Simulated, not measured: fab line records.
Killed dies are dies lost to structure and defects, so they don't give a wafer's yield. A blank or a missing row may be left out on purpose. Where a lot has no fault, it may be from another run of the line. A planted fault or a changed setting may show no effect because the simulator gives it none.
Split-lot experiment | flow n5-finfet | 7 lots, 39 wafers read, on a route of 1938 steps

== ABOUT THE SPLIT ==
At N5_GATE_CUT_ETCH_58 (etches SiNx in CH3F/O2, target depth 17 nm, time 128.6 s), the setting source-w was moved away from the recipe's 415 W on 15 of the 39 wafers read, by -12.0% to +11.4%. All remaining wafers had this setting at the recipe value.

The reading comes from the split's own step.

== THE READING ==
rf-vpp-V, in V, at N5_GATE_CUT_ETCH_58 (etches SiNx in CH3F/O2, target depth 17 nm, time 128.6 s). A value of 99.2 V with a standard deviation of 0.83 V is what fault-free wafers of this fab line usually give.

wafer  | tool, chamber at the split | source-w as run, W | against the recipe | rf-vpp-V, V | against lot-mates on the recipe
L079.1 | rie-diel-01, 2             | 415                | recipe             | 99.0        | -
L079.2 | rie-diel-01, 0             | 415                | recipe             | 100.2       | -
L079.3 | rie-diel-01, 1             | 415                | recipe             | 99.7        | -
L079.4 | rie-diel-01, 1             | 415                | recipe             | 100.2       | -
L079.5 | rie-diel-01, 2             | 415                | recipe             | 98.2        | -
L079.6 | rie-diel-01, 0             | 415                | recipe             | 99.3        | -
L082.1 | rie-diel-01, 3             | 415                | recipe             | 100.2       | -
L082.2 | rie-diel-01, 1             | 415                | recipe             | 98.0        | -
L082.3 | rie-diel-01, 2             | 415                | recipe             | 98.6        | -
L089.1 | rie-diel-04, 0             | 447.3              | +7.8%              | 97.2        | -2.3
L089.2 | rie-diel-04, 2             | 415                | recipe             | 99.5        | -
L089.3 | rie-diel-04, 1             | 447.3              | +7.8%              | 98.9        | -0.6
L089.4 | rie-diel-04, 3             | 415                | recipe             | 99.1        | -
L089.5 | rie-diel-04, 3             | 447.3              | +7.8%              | 97.1        | -2.4
L089.6 | rie-diel-04, 0             | 415                | recipe             | 99.9        | -
L091.1 | rie-diel-01, 3             | 365.3              | -12.0%             | 103.0       | +3.5
L091.2 | rie-diel-01, 0             | 415                | recipe             | 99.3        | -
L091.3 | rie-diel-01, 1             | 415                | recipe             | 100.2       | -
L091.4 | rie-diel-01, 2             | 365.3              | -12.0%             | 103.6       | +4.1
L091.5 | rie-diel-01, 2             | 365.3              | -12.0%             | 103.9       | +4.4
L091.6 | rie-diel-01, 1             | 415                | recipe             | 99.0        | -
L093.1 | rie-diel-01, 3             | 415                | recipe             | 98.6        | -
L093.2 | rie-diel-01, 2             | 385                | -7.2%              | 101.4       | +2.0
L093.3 | rie-diel-01, 0             | 415                | recipe             | 98.8        | -
L093.4 | rie-diel-01, 1             | 385                | -7.2%              | 101.8       | +2.4
L093.5 | rie-diel-01, 2             | 415                | recipe             | 100.7       | -
L093.6 | rie-diel-01, 3             | 385                | -7.2%              | 102.6       | +3.2
L096.1 | rie-diel-01, 1             | 415                | recipe             | 98.5        | -
L096.2 | rie-diel-01, 0             | 462.4              | +11.4%             | 95.9        | -3.0
L096.3 | rie-diel-01, 3             | 462.4              | +11.4%             | 96.5        | -2.4
L096.4 | rie-diel-01, 2             | 462.4              | +11.4%             | 95.7        | -3.2
L096.5 | rie-diel-01, 1             | 415                | recipe             | 98.7        | -
L096.6 | rie-diel-01, 0             | 415                | recipe             | 99.4        | -
L097.1 | rie-diel-06, 3             | 445.3              | +7.3%              | 96.7        | -2.1
L097.2 | rie-diel-06, 0             | 445.3              | +7.3%              | 95.2        | -3.6
L097.3 | rie-diel-06, 2             | 415                | recipe             | 99.8        | -
L097.4 | rie-diel-06, 1             | 415                | recipe             | 97.9        | -
L097.5 | rie-diel-06, 3             | 415                | recipe             | 98.7        | -
L097.6 | rie-diel-06, 0             | 445.3              | +7.3%              | 97.6        | -1.2

THE FIT
A straight line over all 39 wafers: rf-vpp-V changes by -0.318 V for each +1% of source-w; r = -0.92; the points scatter about the line by 0.81 V.
The same after taking each lot's own level away (the mean of its wafers on the recipe; 39 wafers): -0.296 V for each +1%; r = -0.92; scatter 0.74 V.
According to that fit, moving source-w by its largest amount changes the reading by 3.5 V.
From 98.80 to 99.50 V: that is the span of the lots' own levels, equal to 0.8 times the standard deviation above.
Consequently the slope shifts little with the lot-to-lot level, the two slopes agreeing.
Check: with one of the wafers moved furthest among these (-12.0%) left out of the fit, the line predicts +3.72 V for it against its lot-mates. It came out at +3.5 V against them.
Tool readings at the split's step, against how far the setting was moved: rf-vpp-V r = -0.92.

== ADDITIONAL SPLITS CARRIED BY THESE WAFERS ==
Before the reading, these wafers also passed through other splits. Each is held against what the fit with the lots' levels taken away leaves over:
other split on the same wafers     | wafers away from the commonest value | r with rf-vpp-V (lot level and that fit taken away)
N5_FIN_SAQP_HM_DEP_03 time-s       | 12                                   | +0.18
N5_DUMMY_GATE_ETCH_42 bias-w       | 15                                   | +0.16
N5_SPACER0_ALD_00 ald-cycles       | 15                                   | -0.06
N5_SD_EPI_N_ETCH_45 target-depth-a | 9                                    | -0.05

== FILE'S OWN FIT ==
rf-vpp-V changes by -0.294 V for each +1% of source-w, r = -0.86.
